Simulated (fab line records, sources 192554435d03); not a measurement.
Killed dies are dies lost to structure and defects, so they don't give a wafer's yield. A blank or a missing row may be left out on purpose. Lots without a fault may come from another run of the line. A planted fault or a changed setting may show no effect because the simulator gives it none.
Chamber matching | flow n5_finfet | N5_MIM_BOT_LITHO_DESCUM_10 on rie_diel-03: 4 sister chambers
The step chemistry O2, time 7.9 s. 4 wafers are shown with their chamber, then 7 later ones without.

WAFERS WITH THEIR CHAMBER
wafer  | chamber | drypump_motor_current_A (A)
L314.3 | 1       | 6.4
L314.4 | 2       | 6.7
L320.2 | 0       | 6.0
L320.4 | 3       | 5.6

WAFERS WITHOUT THEIR CHAMBER
wafer  | drypump_motor_current_A (A)
L320.6 | 6.0
L318.2 | 6.5
L318.3 | 6.0
L318.6 | 5.6
L323.2 | 6.7
L323.4 | 6.5
L323.6 | 6.0

WHICH CHAMBER EACH WENT THROUGH
wafer  | from the rows above     | in truth
L320.6 | 0                       | 0
L318.2 | can't be placed: 1 or 2 | 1
L318.3 | 0                       | 0
L318.6 | 3                       | 3
L323.2 | 2                       | 2
L323.4 | can't be placed: 1 or 2 | 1
L323.6 | 0                       | 0
Placed correctly: 5 of 7. Can't be placed from these rows: 2 (the true chamber is among the candidates in 2). Placed wrongly: 0.
How it was worked out, from the rows above alone: a wafer's distance from a chamber is the root of the sum, over the readings, of the square of ((its reading less the chamber's mean) divided by the reading's scatter). The wafer belongs to the nearest chamber; if the next one is less than 2 further off, it can't be placed. A chamber's mean is the mean of its shown wafers. The scatter: with one shown wafer a chamber, the root of the mean of the squares of how far each hidden wafer lies from its nearest shown one.
